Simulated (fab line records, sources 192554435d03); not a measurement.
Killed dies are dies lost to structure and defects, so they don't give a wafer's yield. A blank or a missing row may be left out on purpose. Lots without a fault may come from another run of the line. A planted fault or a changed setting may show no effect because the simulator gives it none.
Which tool did it? | flow n5_finfet | 24 lots, 72 wafers sampled, at 6 steps of a route of 1938

WHAT THE GAUGES READ, wafer by wafer
N5_BEOL_M13_CD_MEAS_28: target cd 209.5 nm. Usual: cd_nm 209.4 nm, standard deviation 0.84.
lot  | measured     | on        | cd_nm (nm)        | flag
L074 | day 10 19:10 | cd_sem-01 | 209.5 210.5 210.6 |
L075 | day 10 20:45 | cd_sem-03 | 210.3 208.4 209.4 |
L076 | day 10 23:29 | cd_sem-01 | 209.6 209.4 209.8 |
L077 | day 11 17:43 | cd_sem-01 | 210.7 209.5 210.8 |
L078 | day 12 00:30 | cd_sem-01 | 209.5 209.9 209.5 |
L079 | day 12 08:05 | cd_sem-01 | 208.6 207.7 208.3 |
L080 | day 12 14:05 | cd_sem-01 | 210.3 209.9 209.8 |
L081 | day 12 22:32 | cd_sem-01 | 210.0 210.7 209.3 |
L082 | day 13 04:11 | cd_sem-03 | 209.6 210.1 209.8 |
L083 | day 13 08:49 | cd_sem-03 | 210.2 209.1 210.1 |
L086 | day 13 09:31 | cd_sem-03 | 210.0 209.7 210.1 |
L084 | day 13 14:13 | cd_sem-01 | 209.1 209.4 209.8 |
L085 | day 13 15:21 | cd_sem-02 | 209.2 207.0 207.5 |
L087 | day 14 04:07 | cd_sem-03 | 209.0 208.9 209.9 |
L088 | day 14 13:12 | cd_sem-01 | 209.9 210.3 210.4 |
L089 | day 14 13:22 | cd_sem-02 | 210.3 210.5 210.5 |
L091 | day 14 23:50 | cd_sem-01 | 209.0 208.8 209.5 |
L092 | day 15 02:37 | cd_sem-03 | 209.9 209.6 209.5 |
L090 | day 15 02:47 | cd_sem-03 | 208.8 209.7 208.8 |
L094 | day 16 01:36 | cd_sem-03 | 208.9 210.7 210.0 |
L096 | day 16 07:34 | cd_sem-03 | 208.3 208.2 208.5 |
L097 | day 16 08:26 | cd_sem-02 | 208.6 208.5 208.5 |
L095 | day 16 09:04 | cd_sem-01 | 208.9 209.0 208.6 |
L093 | day 16 09:46 | cd_sem-03 | 207.1 209.8 208.8 |

N5_BEOL_M13_INSPECT_30: inspects for defects (macro). Usual: raw_defect_count 1.9, standard deviation 1.5.
lot  | measured     | on                | raw_defect_count | flag
L074 | day 10 19:13 | defect_inspect-01 | 2 1 2            |
L075 | day 10 20:49 | defect_inspect-01 | 3 2 1            |
L076 | day 10 23:32 | defect_inspect-02 | 1 3 5            |
L077 | day 11 17:46 | defect_inspect-02 | 2 0 3            |
L078 | day 12 00:34 | defect_inspect-01 | 1 3 1            |
L079 | day 12 08:09 | defect_inspect-01 | 2 0 3            |
L080 | day 12 14:08 | defect_inspect-01 | 0 3 0            |
L081 | day 12 22:35 | defect_inspect-01 | 2 3 3            |
L082 | day 13 04:14 | defect_inspect-01 | 2 6 3            |
L083 | day 13 08:52 | defect_inspect-01 | 4 3 2            |
L086 | day 13 09:34 | defect_inspect-01 | 1 1 4            |
L084 | day 13 14:16 | defect_inspect-02 | 2 1 3            |
L085 | day 13 15:24 | defect_inspect-02 | 1 0 2            |
L087 | day 14 04:10 | defect_inspect-01 | 4 3 1            |
L088 | day 14 13:16 | defect_inspect-01 | 1 0 4            |
L089 | day 14 13:25 | defect_inspect-01 | 0 1 1            |
L091 | day 14 23:54 | defect_inspect-01 | 5 1 1            |
L092 | day 15 02:41 | defect_inspect-01 | 4 1 1            |
L090 | day 15 02:50 | defect_inspect-01 | 1 2 2            |
L094 | day 16 01:40 | defect_inspect-01 | 2 0 2            |
L096 | day 16 07:37 | defect_inspect-01 | 0 2 1            |
L097 | day 16 08:30 | defect_inspect-02 | 1 2 5            |
L095 | day 16 09:07 | defect_inspect-02 | 1 1 0            |
L093 | day 16 09:49 | defect_inspect-01 | 1 1 3            |

N5_BEOL_M13_THK_MEAS_50: measures by xrf. Usual: M13_THK 429 nm, standard deviation 6.8.
lot  | measured     | on            | M13_THK (nm) | flag
L074 | day 10 21:59 | film_metro-02 | 433 433 448  |
L075 | day 10 22:52 | film_metro-02 | 425 431 439  |
L076 | day 11 03:53 | film_metro-01 | 425 429 426  |
L077 | day 11 21:35 | film_metro-02 | 438 435 424  |
L078 | day 12 04:11 | film_metro-02 | 431 435 432  |
L079 | day 12 12:20 | film_metro-02 | 432 433 437  |
L080 | day 12 17:56 | film_metro-01 | 435 435 428  |
L081 | day 13 02:47 | film_metro-01 | 425 425 433  |
L082 | day 13 08:22 | film_metro-02 | 431 435 428  |
L083 | day 13 12:46 | film_metro-01 | 434 435 426  |
L086 | day 13 13:44 | film_metro-02 | 421 426 424  |
L084 | day 13 19:16 | film_metro-01 | 426 435 425  |
L085 | day 13 19:55 | film_metro-02 | 421 423 424  |
L087 | day 14 06:53 | film_metro-02 | 426 436 434  |
L088 | day 14 18:44 | film_metro-01 | 424 436 426  |
L089 | day 14 19:07 | film_metro-01 | 434 430 431  |
L091 | day 15 02:04 | film_metro-01 | 430 438 425  |
L092 | day 15 05:26 | film_metro-02 | 418 413 414  |
L090 | day 15 10:38 | film_metro-02 | 436 429 437  |
L094 | day 16 04:19 | film_metro-02 | 422 421 422  |
L096 | day 16 11:01 | film_metro-02 | 444 430 442  |
L097 | day 16 12:25 | film_metro-01 | 419 430 421  |
L095 | day 16 13:42 | film_metro-01 | 447 429 442  |
L093 | day 16 13:35 | film_metro-01 | 435 420 422  |

WHICH TOOL RAN EACH LOT (tool, then ch and the chambers of the sampled wafers, then the start)
lot  | N5_BEOL_M13_DESCUM_15              | N5_BEOL_M13_STRIP_37                 | N5_BEOL_M13_ANNEAL_48
L074 | rie_diel-05 ch 0,1,2, day 10 18:11 | plasma_asher-02 ch 0,1, day 10 19:53 | rtp_anneal-02 ch 0, day 10 21:16
L075 | rie_diel-03 ch 2,3, day 10 19:46   | plasma_asher-01 ch 0,1, day 10 21:28 | rtp_anneal-01 ch 0, day 10 22:17
L076 | rie_diel-01 ch 1,3, day 10 22:37   | plasma_asher-02 ch 0,1, day 11 00:14 | rtp_anneal-02 ch 0, day 11 03:09
L077 | rie_diel-03 ch 1,3, day 11 16:51   | plasma_asher-02 ch 0,1, day 11 18:50 | rtp_anneal-01 ch 0, day 11 21:05
L078 | rie_diel-03 ch 0,1, day 11 23:31   | plasma_asher-01 ch 0,1, day 12 01:13 | rtp_anneal-01 ch 0, day 12 03:35
L079 | rie_diel-03 ch 0,1, day 12 07:14   | plasma_asher-01 ch 0,1, day 12 08:49 | rtp_anneal-01 ch 0, day 12 11:44
L080 | rie_diel-03 ch 0,1,3, day 12 13:14 | plasma_asher-01 ch 0,1, day 12 15:37 | rtp_anneal-01 ch 0, day 12 17:21
L081 | rie_diel-01 ch 1,2, day 12 21:40   | plasma_asher-02 ch 0,1, day 12 23:23 | rtp_anneal-02 ch 0, day 13 02:20
L082 | rie_diel-01 ch 0,1,3, day 13 03:19 | plasma_asher-01 ch 0,1, day 13 05:01 | rtp_anneal-02 ch 0, day 13 07:50
L083 | rie_diel-01 ch 0,1,2, day 13 07:56 | plasma_asher-02 ch 0,1, day 13 10:16 | rtp_anneal-01 ch 0, day 13 12:11
L086 | rie_diel-03 ch 2,3, day 13 08:39   | plasma_asher-02 ch 0,1, day 13 11:04 | rtp_anneal-02 ch 0, day 13 12:54
L084 | rie_diel-01 ch 1,2,3, day 13 13:21 | plasma_asher-02 ch 0,1, day 13 15:31 | rtp_anneal-01 ch 0, day 13 18:41
L085 | rie_diel-03 ch 0,2,3, day 13 14:27 | plasma_asher-01 ch 0,1, day 13 16:04 | rtp_anneal-01 ch 0, day 13 19:22
L087 | rie_diel-05 ch 0,3, day 14 03:15   | plasma_asher-01 ch 0,1, day 14 04:50 | rtp_anneal-01 ch 0, day 14 06:20
L088 | rie_diel-03 ch 0,1,2, day 14 12:21 | plasma_asher-02 ch 0,1, day 14 14:05 | rtp_anneal-02 ch 0, day 14 18:09
L089 | rie_diel-05 ch 2,3, day 14 12:31   | plasma_asher-02 ch 0,1, day 14 14:31 | rtp_anneal-01 ch 0, day 14 18:37
L091 | rie_diel-01 ch 2,3, day 14 22:52   | plasma_asher-01 ch 0,1, day 15 00:33 | rtp_anneal-02 ch 0, day 15 01:32
L092 | rie_diel-03 ch 1,2,3, day 15 01:38 | plasma_asher-01 ch 0, day 15 03:27   | rtp_anneal-02 ch 0, day 15 04:51
L090 | rie_diel-01 ch 0,3, day 15 01:54   | plasma_asher-01 ch 0,1, day 15 03:59 | rtp_anneal-02 ch 0, day 15 10:06
L094 | rie_diel-05 ch 1,2, day 16 00:37   | plasma_asher-01 ch 0,1, day 16 02:19 | rtp_anneal-01 ch 0, day 16 03:44
L096 | rie_diel-01 ch 0,1, day 16 06:34   | plasma_asher-01 ch 0,1, day 16 08:16 | rtp_anneal-01 ch 0, day 16 10:27
L097 | rie_diel-03 ch 0,2, day 16 07:26   | plasma_asher-01 ch 0,1, day 16 09:28 | rtp_anneal-01 ch 0, day 16 11:49
L095 | rie_diel-01 ch 0,1,2, day 16 08:04 | plasma_asher-02 ch 0,1, day 16 09:59 | rtp_anneal-02 ch 0, day 16 12:50
L093 | rie_diel-01 ch 0,3, day 16 08:54   | plasma_asher-01 ch 0,1, day 16 10:29 | rtp_anneal-01 ch 0, day 16 13:05
- N5_BEOL_M13_DESCUM_15: chemistry O2, time 7.9 s.
- N5_BEOL_M13_STRIP_37: strips in N2/H2.
- N5_BEOL_M13_ANNEAL_48: time 90 s.

WHAT THE TOOLS THEMSELVES READ (means of the sampled wafers that have a number; where no wafer has one, the mark that the record gives instead)
N5_BEOL_M13_DESCUM_15. Usual: drypump_motor_current_A 5.8 A, standard deviation 0.4; oes_product_au 0.79 a.u., standard deviation 0.068; rf_vpp_V 243.3 V, standard deviation 1.1; showerhead_plenum_p_Torr 2.09 Torr, standard deviation 0.05; throttle_valve_pct 20.36 %, standard deviation 0.23.
lot  | tool        | drypump_motor_current_A (A) | oes_product_au (a.u.) | rf_vpp_V (V) | showerhead_plenum_p_Torr (Torr) | throttle_valve_pct (%) | flag
L074 | rie_diel-05 | 5.6                         | 0.78                  | 244.2        | 2.11                            | 20.51                  |
L075 | rie_diel-03 | 5.7                         | 0.78                  | 243.2        | 2.11                            | 20.36                  |
L076 | rie_diel-01 | 5.5                         | 0.87                  | 243.7        | 2.12                            | 20.32                  |
L077 | rie_diel-03 | 6.2                         | 0.81                  | 245.1        | 2.15                            | 20.37                  |
L078 | rie_diel-03 | 6.1                         | 0.75                  | 242.6        | 2.07                            | 20.26                  |
L079 | rie_diel-03 | 6.2                         | 0.75                  | 242.2        | 2.06                            | 20.27                  |
L080 | rie_diel-03 | 6.2                         | 0.77                  | 243.3        | 2.10                            | 20.33                  |
L081 | rie_diel-01 | 5.7                         | 0.81                  | 243.5        | 2.09                            | 20.36                  |
L082 | rie_diel-01 | 5.5                         | 0.82                  | 243.5        | 2.11                            | 20.35                  |
L083 | rie_diel-01 | 5.7                         | 0.78                  | 242.2        | 2.08                            | 20.38                  |
L086 | rie_diel-03 | 5.7                         | 0.76                  | 243.0        | 2.10                            | 20.36                  |
L084 | rie_diel-01 | 5.5                         | 0.83                  | 243.8        | 2.09                            | 20.25                  |
L085 | rie_diel-03 | 5.9                         | 0.76                  | 243.5        | 2.07                            | 20.32                  |
L087 | rie_diel-05 | 5.6                         | 0.89                  | 242.7        | 2.07                            | 20.63                  |
L088 | rie_diel-03 | 5.9                         | 0.72                  | 243.0        | 2.08                            | 20.36                  |
L089 | rie_diel-05 | 5.3                         | 0.76                  | 242.5        | 2.09                            | 20.61                  |
L091 | rie_diel-01 | 5.4                         | 0.85                  | 242.9        | 2.09                            | 20.16                  |
L092 | rie_diel-03 | 6.0                         | 0.74                  | 244.7        | 2.12                            | 20.43                  |
L090 | rie_diel-01 | 5.4                         | 0.77                  | 244.2        | 2.10                            | 20.39                  |
L094 | rie_diel-05 | 5.4                         | 0.81                  | 242.8        | 2.12                            | 20.22                  |
L096 | rie_diel-01 | 5.6                         | 0.74                  | 243.4        | 2.09                            | 20.51                  |
L097 | rie_diel-03 | 5.7                         | 0.71                  | 242.2        | 2.04                            | 20.36                  |
L095 | rie_diel-01 | 5.7                         | 0.75                  | 241.8        | 2.07                            | 20.41                  |
L093 | rie_diel-01 | 5.3                         | 0.81                  | 242.6        | 2.11                            | 20.28                  |

N5_BEOL_M13_STRIP_37. Usual: drypump_motor_current_A 6.2 A, standard deviation 0.41; heater_power_w 339 W, standard deviation 22; oes_product_au 0.785 a.u., standard deviation 0.012.
lot  | tool            | drypump_motor_current_A (A) | heater_power_w (W) | oes_product_au (a.u.) | flag
L074 | plasma_asher-02 | 6.5                         | 315                | 0.792                 |
L075 | plasma_asher-01 | 5.9                         | 354                | 0.776                 |
L076 | plasma_asher-02 | 6.5                         | 316                | 0.774                 |
L077 | plasma_asher-02 | 6.5                         | 320                | 0.777                 |
L078 | plasma_asher-01 | 5.9                         | 357                | 0.790                 |
L079 | plasma_asher-01 | 5.8                         | 359                | 0.771                 |
L080 | plasma_asher-01 | 6.2                         | 348                | 0.788                 |
L081 | plasma_asher-02 | 6.5                         | 316                | 0.794                 |
L082 | plasma_asher-01 | 6.2                         | 348                | 0.796                 |
L083 | plasma_asher-02 | 6.5                         | 309                | 0.780                 |
L086 | plasma_asher-02 | 6.4                         | 319                | 0.782                 |
L084 | plasma_asher-02 | 6.5                         | 312                | 0.788                 |
L085 | plasma_asher-01 | 6.2                         | 343                | 0.780                 |
L087 | plasma_asher-01 | 6.2                         | 348                | 0.776                 |
L088 | plasma_asher-02 | 6.4                         | 321                | 0.774                 |
L089 | plasma_asher-02 | 6.4                         | 331                | 0.796                 |
L091 | plasma_asher-01 | 5.8                         | 358                | 0.797                 |
L092 | plasma_asher-01 | 5.6                         | 369                | 0.789                 |
L090 | plasma_asher-01 | 6.2                         | 349                | 0.786                 |
L094 | plasma_asher-01 | 6.2                         | 351                | 0.786                 |
L096 | plasma_asher-01 | 6.2                         | 347                | 0.782                 |
L097 | plasma_asher-01 | 6.2                         | 348                | 0.786                 |
L095 | plasma_asher-02 | 6.4                         | 321                | 0.801                 |
L093 | plasma_asher-01 | 6.2                         | 347                | 0.783                 |

N5_BEOL_M13_ANNEAL_48. Usual: anneal_temp_c_max 226.1, standard deviation 0.48; wafer_temp_C_max 226.2, standard deviation 0.74.
lot  | tool          | anneal_temp_c_max | wafer_temp_C_max | flag
L074 | rtp_anneal-02 | 226.7             | 226.6            |
L075 | rtp_anneal-01 | 225.6             | 225.6            |
L076 | rtp_anneal-02 | 226.7             | 227.0            |
L077 | rtp_anneal-01 | 225.6             | 225.6            |
L078 | rtp_anneal-01 | 225.9             | 225.8            |
L079 | rtp_anneal-01 | 225.8             | 225.7            |
L080 | rtp_anneal-01 | 225.6             | 225.6            |
L081 | rtp_anneal-02 | 226.8             | 226.7            |
L082 | rtp_anneal-02 | 226.3             | 227.6            |
L083 | rtp_anneal-01 | 225.5             | 225.7            |
L086 | rtp_anneal-02 | 226.4             | 227.2            |
L084 | rtp_anneal-01 | 225.9             | 225.7            |
L085 | rtp_anneal-01 | 225.8             | 225.6            |
L087 | rtp_anneal-01 | 225.9             | 225.6            |
L088 | rtp_anneal-02 | 226.7             | 226.9            |
L089 | rtp_anneal-01 | 226.0             | 225.5            |
L091 | rtp_anneal-02 | 226.5             | 227.3            |
L092 | rtp_anneal-02 | 226.7             | 226.3            |
L090 | rtp_anneal-02 | 226.5             | 227.3            |
L094 | rtp_anneal-01 | 225.9             | 225.5            |
L096 | rtp_anneal-01 | 225.7             | 225.9            |
L097 | rtp_anneal-01 | 225.6             | 225.4            |
L095 | rtp_anneal-02 | 226.6             | 227.1            |
L093 | rtp_anneal-01 | 225.8             | 225.8            |

THE ANSWER, worked out from the rows above alone
Rule: a lot is off if the mean of its wafers that have a number lies more than 3 standard deviations from the usual mean. A lot without any number at a reading at which 4 lots or more have one is off too. The other lots that the step has rows for count as sound. The gauges are gone through in route order, then the tools' own readings, and for those a lot's mean is taken as printed above. The first step at which some lot is off is used, and at that step the reading that is off furthest; a lot without a number counts as furthest.
No lot is off at any reading shown: from this, nothing can be told.

WHAT THE SIMULATOR HAD PUT IN
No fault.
